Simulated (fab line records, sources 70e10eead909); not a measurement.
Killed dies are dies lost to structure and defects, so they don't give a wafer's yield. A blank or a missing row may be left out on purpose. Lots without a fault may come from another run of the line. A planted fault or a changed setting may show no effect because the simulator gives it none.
Chamber matching | flow nand_harc | NHARC_A_STAIRCASE_DESCUM_252 on rie_diel-13: 4 sister chambers
The step chemistry O2, time 3 s. 4 wafers are shown with their chamber, then 7 later ones without.

WAFERS WITH THEIR CHAMBER
wafer  | chamber | drypump_motor_current_A (A)
L077.4 | 2       | 5.8
L075.6 | 3       | 5.2
L083.1 | 0       | 6.4
L083.2 | 1       | 5.9

WAFERS WITHOUT THEIR CHAMBER
wafer  | drypump_motor_current_A (A)
L083.6 | 6.3
L085.1 | 5.9
L085.2 | 5.8
L085.3 | 5.2
L089.1 | 6.0
L089.4 | 6.3
L089.6 | 5.2

WHICH CHAMBER EACH WENT THROUGH
wafer  | from the rows above     | in truth
L083.6 | 0                       | 0
L085.1 | can't be placed: 1 or 2 | 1
L085.2 | can't be placed: 2 or 1 | 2
L085.3 | 3                       | 3
L089.1 | can't be placed: 1 or 2 | 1
L089.4 | 0                       | 0
L089.6 | 3                       | 3
Placed correctly: 4 of 7. Can't be placed from these rows: 3 (the true chamber is among the candidates in 3). Placed wrongly: 0.
How it was worked out, from the rows above alone: a wafer's distance from a chamber is the root of the sum, over the readings, of the square of ((its reading less the chamber's mean) divided by the reading's scatter). The wafer belongs to the nearest chamber; if the next one is less than 2 further off, it can't be placed. A chamber's mean is the mean of its shown wafers. The scatter: with one shown wafer a chamber, the root of the mean of the squares of how far each hidden wafer lies from its nearest shown one.
